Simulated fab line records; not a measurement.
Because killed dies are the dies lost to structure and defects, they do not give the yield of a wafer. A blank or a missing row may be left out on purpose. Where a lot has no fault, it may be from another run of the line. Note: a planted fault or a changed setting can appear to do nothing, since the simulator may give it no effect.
A lot that was struck, set against a sound lot | flow nand harc | 14 out of 1302 route steps
Sound: the wafers L165.1, L165.4, L165.6. The struck wafers were L179.1, L179.3, L179.5. Last of all comes the cause.
Order at every step that has rows: each side's tool, ch and its chambers, its first start. Under that, the readings that differ: sound wafers | struck wafers | difference of the means | sigmas: that difference in standard deviations of wafers without a fault.
alike: readings with means less than 2 such deviations apart, plus words and numbers identical on both sides. not compared: withheld readings, readings lacking a value on some wafer, bounds such as >300 that could conceal the same value, and numbers that have no deviation in the record and whose values overlap.
Wherever a step has rows on one side only, a row that says differs or no value, or a row with sigmas, the two part there. When numbers do not overlap yet have no deviation, they are printed without sigmas and do not part them. Lack of a reading on every wafer of one side parts them only where that side has two or more wafers.

NHARC_A_STAIRCASE_TRIM_187: chemistry O2, time 211.2 s.
  sound on rie diel-11 ch 0,1,2, day 15 14:52; struck on rie diel-02 ch 0,2,3, day 21 20:14
  alike: drypump motor current A, oes product au, rf vpp V, showerhead plenum p Torr, throttle valve pct
  not compared: rf hours counter h
then, 1 step without rows for these wafers: NHARC_A_STAIRCASE_ETCH_188 (etches the open film in C4F8/O2, target depth 100 nm, time 40.5 s).
NHARC_A_STAIRCASE_TRIM_189: chemistry O2, time 211.2 s.
  sound on rie diel-11 ch 1,2,3; struck on rie diel-02 ch 0,3
  alike: drypump motor current A, oes product au, rf vpp V, showerhead plenum p Torr, throttle valve pct
  not compared: rf hours counter h
then, 1 step without rows for these wafers: NHARC_A_STAIRCASE_ETCH_190 (etches the open film in C4F8/O2, target depth 100 nm, time 40.5 s).
NHARC_A_STAIRCASE_TRIM_191: chemistry O2, time 211.2 s.
  sound on rie diel-11 ch 0,2,3; struck on rie diel-02 ch 0,1,2
  alike: drypump motor current A, oes product au, rf vpp V, showerhead plenum p Torr, throttle valve pct
  not compared: rf hours counter h
then, 4 steps without rows for these wafers: NHARC_A_STAIRCASE_ETCH_192 (etches the open film in C4F8/O2, target depth 100 nm, time 40.5 s); NHARC_A_STAIRCASE_TRIM_193 (chemistry O2, time 211.2 s); NHARC_A_STAIRCASE_ETCH_194 (etches the open film in C4F8/O2, target depth 100 nm, time 40.5 s); NHARC_A_STAIRCASE_TRIM_196 (chemistry O2, time 211.2 s).
NHARC_A_STAIRCASE_ETCH_197: etches the open film in C4F8/O2, target depth 100 nm, time 40.5 s.
  sound on rie diel-11 ch 0,2; struck on rie diel-11 ch 0,3
  alike: bias w, chamber pressure mTorr, oes product au, rf vpp V
  not compared: rf hours counter h
then, 1 step without rows for these wafers: NHARC_A_STAIRCASE_TRIM_198 (chemistry O2, time 211.2 s).
NHARC_A_STAIRCASE_ETCH_199: etches the open film in C4F8/O2, target depth 100 nm, time 40.5 s.
  sound on rie diel-11 ch 2,3, day 15 16:17; struck on rie diel-11 ch 0,1,3, day 21 22:19
  no value came back on the struck wafers for bias w (W), chamber pressure mTorr (mTorr), oes product au (a.u.), rf vpp V (V); on the sound wafers bias w (W) reads 997.9 998.5 1000.6
  not compared: rf hours counter h
NHARC_A_STAIRCASE_TRIM_200: chemistry O2, time 211.2 s.
  sound on rie diel-11 ch 0,1; struck on rie diel-11 ch 0,3
  alike: drypump motor current A, oes product au, rf vpp V, showerhead plenum p Torr, throttle valve pct
  not compared: rf hours counter h
-- break in the record here, with 8 days between the starts of the struck wafers on either side (left off in module A_STAIRCASE, picked up again in module END, where the first step shown is number 1302 on the route) --
NHARC_END_SORT_01:
  sound on prober-02 ch 0, day 24 07:59; struck on prober-01 ch 0, day 30 02:02
  reading         | sound    | struck                                                               | difference                   | sigmas
  hold            | - - -    | await dispo/4.0h/scrap await dispo/4.0h/scrap await dispo/4.0h/scrap | no value on the sound wafers |
  killed at array | 64 59 57 | 674 672 673                                                          | +613                         | +38
  killed dies     | 66 62 58 | 677 677 677                                                          | +615                         | +38
  alike: killed at other, killed at periphery, killed open, killed short

WHERE THEY PART
At NHARC_A_STAIRCASE_ETCH_199 first; at NHARC_END_SORT_01 last (within this record only).

WHY: what the simulator had put in
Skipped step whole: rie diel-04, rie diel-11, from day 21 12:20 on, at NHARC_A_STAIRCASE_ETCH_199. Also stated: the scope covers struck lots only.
